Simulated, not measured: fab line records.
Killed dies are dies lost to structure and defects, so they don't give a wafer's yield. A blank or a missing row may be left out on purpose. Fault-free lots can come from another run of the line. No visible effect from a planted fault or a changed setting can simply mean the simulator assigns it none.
2 desks looking at one fault + flow n5_finfet + each desk holds nothing but its own numbers, with what lay behind them at the end

## AT THE TOOL OWNER'S DESK: rie_diel-02
The tool's own readings at N5_BEOL_M4_TRENCH_ETCH_37 (etches SiOC in C4F6/O2, target depth 55.555 nm, time 29.2 s): means of the sampled wafers that have a number, for each lot that ran on this tool. A lot is out of limits, marked OUT, if its mean lies more than 4 standard deviations from the usual mean; the brackets give that distance.
Columns: A = drypump_motor_current_A at N5_BEOL_M4_TRENCH_ETCH_37, usual 5.8 A; B = oes_product_au at N5_BEOL_M4_TRENCH_ETCH_37, usual 0.82 a.u.; C = rf_fwd_power_W at N5_BEOL_M4_TRENCH_ETCH_37, usual 350.7 W; D = rf_vpp_V at N5_BEOL_M4_TRENCH_ETCH_37, usual 658 V; E = run_length_s at N5_BEOL_M4_TRENCH_ETCH_37, usual 52.3 s; F = showerhead_plenum_p_Torr at N5_BEOL_M4_TRENCH_ETCH_37, usual 2.81 Torr; G = throttle_valve_pct at N5_BEOL_M4_TRENCH_ETCH_37, usual 20.78 %
| lot  | first seen here | A   | B    | C     | D   | E               | F    | G     |
|------|-----------------|-----|------|-------|-----|-----------------|------|-------|
| L215 | day 8 23:31     | 5.8 | 0.68 | 350.7 | 653 | 52.9            | 2.70 | 20.79 |
| L216 | day 9 04:08     | 6.2 | 0.70 | 350.5 | 651 | 52.3            | 2.70 | 20.66 |
| L219 | day 9 22:55     | 5.5 | 0.71 | 351.2 | 645 | 48.2 (-11) OUT  | 2.69 | 20.84 |
| L221 | day 10 06:52    | 6.0 | 0.80 | 351.6 | 661 | 48.6 (-9.5) OUT | 2.85 | 20.67 |
| L234 | day 14 18:52    | 6.2 | 0.88 | 350.8 | 658 | 52.2            | 2.90 | 20.46 |
This desk's verdict: out of limits on L219, L221, starting with L219 at day 9 22:55 (run_length_s at N5_BEOL_M4_TRENCH_ETCH_37). L215, L216, L234: within limits.

## AT THE METROLOGY DESK
What the gauges read, lot by lot, whatever tool the lot ran on: means of the sampled wafers that have a number. A lot is out of limits, marked OUT, if its mean lies more than 4 standard deviations from the usual mean; the brackets give that distance. It has 15 readings, of which 7 appear: the earliest out of limits, and the ones furthest out on some lot.
Columns: A = trench_depth_nm at N5_BEOL_M4_OCD_MEAS_38, usual 55.3 nm; B = M4_THK at N5_BEOL_M4_THK_MEAS_53, usual 39.5 nm; C = M4_RS at N5_BEOL_M4_RS_MEAS_58, usual 0.68 ohm/sq; D = DIBL_N at N5_BEOL_M4_RC_MEAS_101, usual 36.2 mV/V; E = SERP_M4 at N5_BEOL_M4_RC_MEAS_101, usual 200 ohm/um; F = SERP_M4_max_site at N5_BEOL_M4_RC_MEAS_101, usual 214 ohm/um; G = VT_P at N5_BEOL_M4_RC_MEAS_101, usual -250 mV
| lot  | first seen here | A               | B               | C              | D    | E              | F              | G    |
|------|-----------------|-----------------|-----------------|----------------|------|----------------|----------------|------|
| L215 | day 8 23:40     | 54.2            | 38.7            | 0.70           | 36.8 | 212            | 225            | -250 |
| L216 | day 9 04:17     | 55.0            | 39.2            | 0.69           | 36.0 | 212            | 225            | -249 |
| L217 | day 9 21:10     | 55.5            | 40.6            | 0.65           | 36.3 | 188            | 198            | -251 |
| L219 | day 9 23:04     | 47.1 (-6.3) OUT | 30.6 (-5.3) OUT | 1.04 (+10) OUT | 36.5 | 298 (+6.5) OUT | 315 (+5.9) OUT | -245 |
| L221 | day 10 07:01    | 47.5 (-6.0) OUT | 30.8 (-5.1) OUT | 1.04 (+10) OUT | 36.6 | 282 (+5.4) OUT | 296 (+4.8) OUT | -250 |
| L223 | day 11 03:05    | 56.1            | 40.0            | 0.67           | 35.1 | 201            | 211            | -245 |
| L231 | day 13 12:53    | 56.7            | 40.2            | 0.67           | 38.8 | 184            | 197            | -249 |
| L234 | day 14 19:02    | 55.8            | 38.6            | 0.69           | 36.6 | 210            | 220            | -248 |
This desk's verdict: out of limits on L219, L221, starting with L219 at day 9 23:04 (trench_depth_nm at N5_BEOL_M4_OCD_MEAS_38). L215, L216, L217, L223, L231, L234: within limits.

## BROUGHT TOGETHER
At day 9 22:55, on L219, L221, the tool owner's desk was in a position to raise an alarm.
On L219, L221, the metrology desk was in a position to raise an alarm at day 9 23:04.
The lots listed all ran N5_BEOL_M4_TRENCH_ETCH_37 on rie_diel-02.

## WHAT HAD BEEN PUT IN BY THE SIMULATOR
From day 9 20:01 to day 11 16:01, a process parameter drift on rie_diel-02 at N5_BEOL_M4_TRENCH_ETCH_37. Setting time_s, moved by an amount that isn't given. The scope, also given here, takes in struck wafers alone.
Lots struck among those shown: L219, L221.
Delay (hours) between the fault's onset and each desk's first out-of-limits reading: 3 at the tool owner's desk, 3 at the metrology desk.
